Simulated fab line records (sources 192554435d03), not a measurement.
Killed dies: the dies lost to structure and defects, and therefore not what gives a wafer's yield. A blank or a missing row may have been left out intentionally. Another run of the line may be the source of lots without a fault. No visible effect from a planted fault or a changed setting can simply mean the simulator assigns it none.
fab line records -- flow n5_finfet
record lots=7, wafers=39
route steps=1938 shown BEOL_M9@1401 MIM_BOT_LITHO@1860
start_h: start of the lot's first displayed wafer, in hours after the record's first day -- wait_h: hours from the lot's prior step to this one -- " same as the row above -- L1.1+2: several wafers, shown together as one row -- - no value present, or no start provided -- * or withheld: withheld -- < > ~ a bound
route shown NAME@n: names a module that has steps shown in the file, with the first one's number in the route -- usual: the fault-free wafers' mean and standard deviation -- same: alike in all rows -- chamber/n: place in a boat -- sites: per-site readings -- _std_site: standard deviation across them -- _edge_site: mean of outer sites minus mean of inner sites -- radius_mm: for every site, how far away it sits from the centre of the wafer -- mask NAME#n: copy n -- behind: the tool/chamber that last shaped the wafer -- hold: why the lot went on hold/how many hours it stayed there/how the hold came to an end -- device: whichever transistor did not switch (one of n, p or np) -- end of line: tests run on the same wafers once the route is complete -- where a step has no rows: the recipe by itself -- killed: the dies lost at the first sort to structure and to defects; this is not the yield of the wafer -- map: the dies of a wafer, with x for killed, . for not killed, _ for no die there
set.NAME: the run value of the setting; set.NAME@STEP: its run value at that earlier step -- model.NAME: the simulator's own value behind a step, which no gauge read
one table per step and one row per wafer, for lots whose settings were changed on purpose
## steps
# step N5_BEOL_M9_ILD_DEP_00
# recipe material=SiCOH_lowk, target_thk_a=3085.1, temp_c=300, precursor=DEMS/porogen, pressure_torr=5, rf_w=500, time_s=58
lot.wafer,tool,chamber,start_h,wait_h,set.time_s,model.SiCOH_lowk_of_BEOL_M9_ILD_DEP_00.thk_nm
L075.1,pecvd-02,0,208.19,0.0,58,301.4
L075.3,pecvd-02,2,208.19,0.0,58,300
L075.4,pecvd-02,2,208.19,0.0,58,307.4
L082.1,pecvd-02,1,249.03,0.0,58,308.2
L082.2,pecvd-02,0,249.03,0.0,36.68,190.4
L082.3,pecvd-02,2,249.03,0.0,58,303
L082.4,pecvd-02,0,249.03,0.0,36.68,198
L082.5,pecvd-02,2,249.03,0.0,58,308
L082.6,pecvd-02,1,249.03,0.0,36.68,195.8
L081.1,pecvd-02,2,257.79,0.0,58,302.2
L081.2,pecvd-02,1,257.79,0.0,58,304.6
L081.3,pecvd-02,0,257.79,0.0,90.47,470
L081.4,pecvd-02,1,257.79,0.0,58,310.2
L081.5,pecvd-02,2,257.79,0.0,90.47,483
L081.6,pecvd-02,0,257.79,0.0,90.47,476.2
L086.1,pecvd-01,0,293.41,0.0,58,305.2
L086.2,pecvd-01,1,293.41,0.0,43.31,229.8
L086.3,pecvd-01,2,293.41,0.0,43.31,234.8
L086.4,pecvd-01,0,293.41,0.0,43.31,233.4
L086.5,pecvd-01,2,293.41,0.0,58,310.8
L086.6,pecvd-01,1,293.41,0.0,58,312.4
L089.1,pecvd-03,2,312.28,0.0,91.97,481
L089.2,pecvd-03,0,312.28,0.0,58,301.8
L089.3,pecvd-03,1,312.28,0.0,58,301.2
L089.4,pecvd-03,0,312.28,0.0,91.97,483.2
L089.5,pecvd-03,2,312.28,0.0,58,309.4
L089.6,pecvd-03,1,312.28,0.0,91.97,481.2
L091.1,pecvd-03,0,320.53,0.0,58,301.4
L091.2,pecvd-03,1,320.53,0.0,72.49,377.2
L091.3,pecvd-03,2,320.53,0.0,72.49,378.4
L091.4,pecvd-03,2,320.53,0.0,58,306
L091.5,pecvd-03,1,320.53,0.0,58,308.4
L091.6,pecvd-03,0,320.53,0.0,72.49,381
L094.1,pecvd-02,0,335.70,0.0,67.92,355.8
L094.2,pecvd-02,1,335.70,0.0,67.92,353.6
L094.3,pecvd-02,2,335.70,0.0,58,302.8
L094.4,pecvd-02,0,335.70,0.0,58,306.8
L094.5,pecvd-02,1,335.70,0.0,67.92,358.2
L094.6,pecvd-02,2,335.70,0.0,58,308.2
# step N5_BEOL_M9_CURE_71
# recipe temp_c=385, time_s=240, ambient=He/Ar, material=SiCOH_lowk
lot.wafer,tool,chamber,start_h,wait_h,set.time_s@BEOL_M9_ILD_DEP_00,model.SiCOH_lowk_of_BEOL_M9_ILD_DEP_00.thk_nm
L075.1,uv_cure-01,0,208.27,0.0,58,261.6
L075.3,uv_cure-01,0,208.27,0.0,58,260.4
L075.4,uv_cure-01,0,208.27,0.0,58,267
L082.1,uv_cure-02,1,249.10,0.0,58,267.8
L082.2,uv_cure-02,1,249.10,0.0,36.68,164.4
L082.3,uv_cure-02,1,249.10,0.0,58,263
L082.4,uv_cure-02,1,249.10,0.0,36.68,171
L082.5,uv_cure-02,1,249.10,0.0,58,267.6
L082.6,uv_cure-02,1,249.10,0.0,36.68,169
L081.1,uv_cure-03,2,257.87,0.0,58,262.4
L081.2,uv_cure-03,2,257.87,0.0,58,264.6
L081.3,uv_cure-03,2,257.87,0.0,90.47,412
L081.4,uv_cure-03,2,257.87,0.0,58,269.4
L081.5,uv_cure-03,2,257.87,0.0,90.47,423.8
L081.6,uv_cure-03,2,257.87,0.0,90.47,417.6
L086.1,uv_cure-01,0,293.53,0.1,58,265.2
L086.2,uv_cure-01,0,293.53,0.1,43.31,198.8
L086.3,uv_cure-01,0,293.53,0.1,43.31,203
L086.4,uv_cure-01,0,293.53,0.1,43.31,202
L086.5,uv_cure-01,0,293.53,0.1,58,270
L086.6,uv_cure-01,0,293.53,0.1,58,271.4
L089.1,uv_cure-03,0,312.36,0.0,91.97,421.8
L089.2,uv_cure-03,0,312.36,0.0,58,262
L089.3,uv_cure-03,0,312.36,0.0,58,261.4
L089.4,uv_cure-03,0,312.36,0.0,91.97,423.8
L089.5,uv_cure-03,0,312.36,0.0,58,268.8
L089.6,uv_cure-03,0,312.36,0.0,91.97,422
L091.1,uv_cure-02,1,320.66,0.1,58,261.8
L091.2,uv_cure-02,1,320.66,0.1,72.49,329
L091.3,uv_cure-02,1,320.66,0.1,72.49,330
L091.4,uv_cure-02,1,320.66,0.1,58,265.8
L091.5,uv_cure-02,1,320.66,0.1,58,267.8
L091.6,uv_cure-02,1,320.66,0.1,72.49,332.4
L094.1,uv_cure-03,1,335.85,0.1,67.92,309.8
L094.2,uv_cure-03,1,335.85,0.1,67.92,308
L094.3,uv_cure-03,1,335.85,0.1,58,263
L094.4,uv_cure-03,1,335.85,0.1,58,266.4
L094.5,uv_cure-03,1,335.85,0.1,67.92,312
L094.6,uv_cure-03,1,335.85,0.1,58,267.8
# step N5_BEOL_M9_THK_MEAS_01
# recipe reads=SiCOH_lowk_of_BEOL_M9_ILD_DEP_00
# usual M9_ILD_THK=266/3.2
lot.wafer,tool,chamber,start_h,wait_h,set.time_s@BEOL_M9_ILD_DEP_00,M9_ILD_THK[nm]
L075.1,film_metro-01,-,208.78,0.4,58,262
L075.3,film_metro-01,-,208.78,0.4,58,260
L075.4,film_metro-01,-,208.78,0.4,58,267
L082.1,film_metro-02,-,249.62,0.4,58,268
L082.2,film_metro-02,-,249.62,0.4,36.68,164
L082.3,film_metro-02,-,249.62,0.4,58,263
L082.4,film_metro-02,-,249.62,0.4,36.68,171
L082.5,film_metro-02,-,249.62,0.4,58,268
L082.6,film_metro-02,-,249.62,0.4,36.68,169
L081.1,film_metro-01,-,258.38,0.4,58,262
L081.2,film_metro-01,-,258.38,0.4,58,264
L081.3,film_metro-01,-,258.38,0.4,90.47,412
L081.4,film_metro-01,-,258.38,0.4,58,270
L081.5,film_metro-01,-,258.38,0.4,90.47,423
L081.6,film_metro-01,-,258.38,0.4,90.47,417
L086.1,film_metro-01,-,294.04,0.4,58,265
L086.2,film_metro-01,-,294.04,0.4,43.31,199
L086.3,film_metro-01,-,294.04,0.4,43.31,203
L086.4,film_metro-01,-,294.04,0.4,43.31,202
L086.5,film_metro-01,-,294.04,0.4,58,270
L086.6,film_metro-01,-,294.04,0.4,58,271
L089.1,film_metro-01,-,312.87,0.4,91.97,421
L089.2,film_metro-01,-,312.87,0.4,58,262
L089.3,film_metro-01,-,312.87,0.4,58,261
L089.4,film_metro-01,-,312.87,0.4,91.97,424
L089.5,film_metro-01,-,312.87,0.4,58,269
L089.6,film_metro-01,-,312.87,0.4,91.97,422
L091.1,film_metro-02,-,321.17,0.4,58,262
L091.2,film_metro-02,-,321.17,0.4,72.49,329
L091.3,film_metro-02,-,321.17,0.4,72.49,330
L091.4,film_metro-02,-,321.17,0.4,58,266
L091.5,film_metro-02,-,321.17,0.4,58,268
L091.6,film_metro-02,-,321.17,0.4,72.49,332
L094.1,film_metro-01,-,336.37,0.4,67.92,310
L094.2,film_metro-01,-,336.37,0.4,67.92,308
L094.3,film_metro-01,-,336.37,0.4,58,263
L094.4,film_metro-01,-,336.37,0.4,58,266
L094.5,film_metro-01,-,336.37,0.4,67.92,312
L094.6,film_metro-01,-,336.37,0.4,58,268
# step N5_MIM_BOT_LITHO_DEVELOP_07
# recipe develop_time_s=60, rinse_liquid=diw, dry=air_spin, dev_temp_c=21
lot.wafer,tool,chamber,start_h,wait_h,set.develop_time_s
L075.1+3+4,litho_track-01,0,-,-,60
L082.1+5+6,litho_track-02,0,-,-,46.72
L082.2+3+4,litho_track-02,0,-,-,60
L081.1+3+4,litho_track-01,0,-,-,60
L081.2+5+6,litho_track-01,0,-,-,40.64
L086.1+2+3+4+5+6,litho_track-01,0,-,-,60
L089.1+5+6,litho_track-05,0,-,-,73.41
L089.2+3+4,litho_track-05,0,-,-,60
L091.1+3+6,litho_track-01,0,-,-,42.9
L091.2+4+5,litho_track-01,0,-,-,60
L094.1+2+3+4+5+6,litho_track-05,0,-,-,60
# step N5_MIM_BOT_LITHO_HARDBAKE_09
# recipe temp_c=130, time_s=120
# step N5_MIM_BOT_LITHO_CD_MEAS_08
# recipe target_cd_nm=3000, landing_energy_ev=500, detector=se_inlens, polarity=opening
# usual cd_nm=3000.0/1.8
lot.wafer,tool,chamber,start_h,wait_h,set.develop_time_s@MIM_BOT_LITHO_DEVELOP_07,cd_nm
L075.1,cd_sem-02,0,267.90,-,60,2999.5
L075.3,cd_sem-02,0,267.90,-,60,3001.9
L075.4,cd_sem-02,0,267.90,-,60,2999.8
L082.1,cd_sem-01,0,313.01,-,46.72,2996.0
L082.2,cd_sem-01,0,313.01,-,60,3002.4
L082.3,cd_sem-01,0,313.01,-,60,3005.2
L082.4,cd_sem-01,0,313.01,-,60,3001.9
L082.5,cd_sem-01,0,313.01,-,46.72,2997.9
L082.6,cd_sem-01,0,313.01,-,46.72,2997.3
L081.1,cd_sem-02,0,315.17,-,60,2996.7
L081.2,cd_sem-02,0,315.17,-,40.64,2991.4
L081.3,cd_sem-02,0,315.17,-,60,2999.4
L081.4,cd_sem-02,0,315.17,-,60,2997.6
L081.5,cd_sem-02,0,315.17,-,40.64,2991.3
L081.6,cd_sem-02,0,315.17,-,40.64,2990.6
L086.1,cd_sem-01,0,343.70,-,60,3001.9
L086.2,cd_sem-01,0,343.70,-,60,3001.3
L086.3,cd_sem-01,0,343.70,-,60,3001.3
L086.4,cd_sem-01,0,343.70,-,60,3001.5
L086.5,cd_sem-01,0,343.70,-,60,2999.2
L086.6,cd_sem-01,0,343.70,-,60,3000.7
L089.1,cd_sem-02,0,365.79,-,73.41,3005.5
L089.2,cd_sem-02,0,365.79,-,60,3000.2
L089.3,cd_sem-02,0,365.79,-,60,3000.1
L089.4,cd_sem-02,0,365.79,-,60,3000.5
L089.5,cd_sem-02,0,365.79,-,73.41,3006.3
L089.6,cd_sem-02,0,365.79,-,73.41,3003.1
L091.1,cd_sem-01,0,378.63,-,42.9,2996.4
L091.2,cd_sem-01,0,378.63,-,60,3003.4
L091.3,cd_sem-01,0,378.63,-,42.9,2996.3
L091.4,cd_sem-01,0,378.63,-,60,3000.6
L091.5,cd_sem-01,0,378.63,-,60,3003.7
L091.6,cd_sem-01,0,378.63,-,42.9,2995.8
L094.1,cd_sem-03,0,399.05,-,60,3002.4
L094.2,cd_sem-03,0,399.05,-,60,2999.8
L094.3,cd_sem-03,0,399.05,-,60,3001.9
L094.4,cd_sem-03,0,399.05,-,60,3000.2
L094.5,cd_sem-03,0,399.05,-,60,3001.4
L094.6,cd_sem-03,0,399.05,-,60,3000.1
## key
split step=N5_BEOL_M9_ILD_DEP_00, setting=time_s, stated=58, by=wafer
response step=N5_BEOL_M9_ILD_DEP_00, reading=model.SiCOH_lowk_of_BEOL_M9_ILD_DEP_00.thk_nm, change=+3.03, per=1%, r=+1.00
response step=N5_BEOL_M9_CURE_71, reading=model.SiCOH_lowk_of_BEOL_M9_ILD_DEP_00.thk_nm, change=+2.69, per=1%, r=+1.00
response step=N5_BEOL_M9_THK_MEAS_01, reading=M9_ILD_THK, change=+2.69, per=1%, r=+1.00
split step=N5_MIM_BOT_LITHO_DEVELOP_07, setting=develop_time_s, stated=60, by=wafer
response step=N5_MIM_BOT_LITHO_CD_MEAS_08, reading=cd_nm, change=+0.225, per=1%, r=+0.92
